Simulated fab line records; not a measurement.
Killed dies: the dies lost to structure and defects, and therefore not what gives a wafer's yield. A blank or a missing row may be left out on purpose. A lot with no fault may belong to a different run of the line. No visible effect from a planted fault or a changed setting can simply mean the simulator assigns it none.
The same fault as seen by 2 desks || flow n5 finfet || each desk holds nothing but its own numbers, with what lay behind them at the end

== METROLOGY DESK ==
Lot by lot, what the gauges showed, no matter which tool ran the lot: averages of those sampled wafers that carry a number. If a lot's mean is further than 4 standard deviations from the usual mean, the lot is out of limits and carries the mark OUT (the distance appears in the brackets). 7 of its 11 readings are shown, namely those furthest out on some lot.
Columns: A = DIBL_N at N5_BEOL_M4_RC_MEAS_101, usual 36.1 mV/V; B = ION_N at N5_BEOL_M4_RC_MEAS_101, usual 673 uA/um; C = ION_P at N5_BEOL_M4_RC_MEAS_101, usual 462 uA/um; D = SS_N at N5_BEOL_M4_RC_MEAS_101, usual 71.4 mV/dec; E = VT_N at N5_BEOL_M4_RC_MEAS_101, usual 249.7 mV; F = VT_P at N5_BEOL_M4_RC_MEAS_101, usual -250 mV; G = cd nm at N5_PASSIVATION_CD_MEAS_10, usual 3000.6 nm
{"lot": "L718", "first seen here": "day 7 22:14", "A": 33.4, "B": 662, "C": 462, "D": 71.2, "E": 252.0, "F": -249, "G": 3000.5}
{"lot": "L719", "first seen here": "day 8 03:34", "A": 35.7, "B": 677, "C": 459, "D": 72.1, "E": 246.7, "F": -253, "G": 3000.6}
{"lot": "L723", "first seen here": "day 8 23:52", "A": 36.6, "B": 675, "C": 466, "D": 71.4, "E": 248.0, "F": -248, "G": 3004.3}
{"lot": "L724", "first seen here": "day 9 06:56", "A": 36.5, "B": 677, "C": 450, "D": 72.2, "E": 249.7, "F": -253, "G": 3001.6}
{"lot": "L725", "first seen here": "day 9 07:34", "A": 37.6, "B": 663, "C": 452, "D": 71.6, "E": 250.4, "F": -252, "G": 2998.8}
{"lot": "L726", "first seen here": "day 9 17:50", "A": 35.2, "B": 665, "C": 461, "D": 70.9, "E": 253.8, "F": -250, "G": 2999.4}
{"lot": "L733", "first seen here": "day 11 15:17", "A": 38.6, "B": 685, "C": 460, "D": 71.9, "E": 248.2, "F": -252, "G": 3001.3}
{"lot": "L737", "first seen here": "day 12 18:56", "A": 36.3, "B": 660, "C": 452, "D": 71.3, "E": 252.2, "F": -254, "G": 2999.7}
{"lot": "L720", "first seen here": "day 13 19:43", "A": 35.2, "B": 678, "C": 473, "D": 71.6, "E": 249.6, "F": -246, "G": 3000.0}
This desk found nothing out of limits on any of the 9 lots.

== AT THE TOOL OWNER'S DESK: rie diel-03 ==
The tool's own readings at N5_PASSIVATION_ETCH_54 (etches SiO2 in CHF3/O2, target depth 880 nm, time 440 s): means of the sampled wafers that have a number, for each lot that ran on this tool. If a lot's mean is further than 4 standard deviations from the usual mean, the lot is out of limits and carries the mark OUT (the distance appears in the brackets).
Columns: A = drypump motor current A at N5_PASSIVATION_ETCH_54, usual 5.6 A; B = mfc ar sccm at N5_PASSIVATION_ETCH_54, usual 200.0 sccm; C = oes product au at N5_PASSIVATION_ETCH_54, usual 0.78 a.u.; D = rf vpp V at N5_PASSIVATION_ETCH_54, usual 520 V; E = showerhead plenum p Torr at N5_PASSIVATION_ETCH_54, usual 2.41 Torr; F = throttle valve pct at N5_PASSIVATION_ETCH_54, usual 18.88 %
{"lot": "L718", "first seen here": "day 12 05:11", "A": 5.7, "B": 200.1, "C": 0.72, "D": 527, "E": 2.39, "F": 18.82}
{"lot": "L719", "first seen here": "day 12 16:46", "A": 5.6, "B": 200.0, "C": 0.81, "D": 527, "E": 2.44, "F": 18.96}
{"lot": "L723", "first seen here": "day 13 08:10", "A": 5.6, "B": 200.4, "C": 0.78, "D": 533, "E": 2.43, "F": 18.80}
{"lot": "L724", "first seen here": "day 13 12:40", "A": 5.8, "B": 199.4, "C": 0.76, "D": 529, "E": 2.41, "F": 18.87}
{"lot": "L726", "first seen here": "day 13 23:08", "A": 5.8, "B": 198.9, "C": 0.77, "D": 526, "E": 2.42, "F": 18.96}
{"lot": "L725", "first seen here": "day 14 02:41", "A": 5.2, "B": 199.6, "C": 0.70, "D": 519, "E": 2.39, "F": 18.91}
This desk found nothing out of limits on any of the 6 lots.

== BROUGHT TOGETHER ==
At the metrology desk, nothing out of limits was observed.
The desk of the tool owner found nothing out of limits.

== WHAT WAS PUT IN BY THE SIMULATOR ==
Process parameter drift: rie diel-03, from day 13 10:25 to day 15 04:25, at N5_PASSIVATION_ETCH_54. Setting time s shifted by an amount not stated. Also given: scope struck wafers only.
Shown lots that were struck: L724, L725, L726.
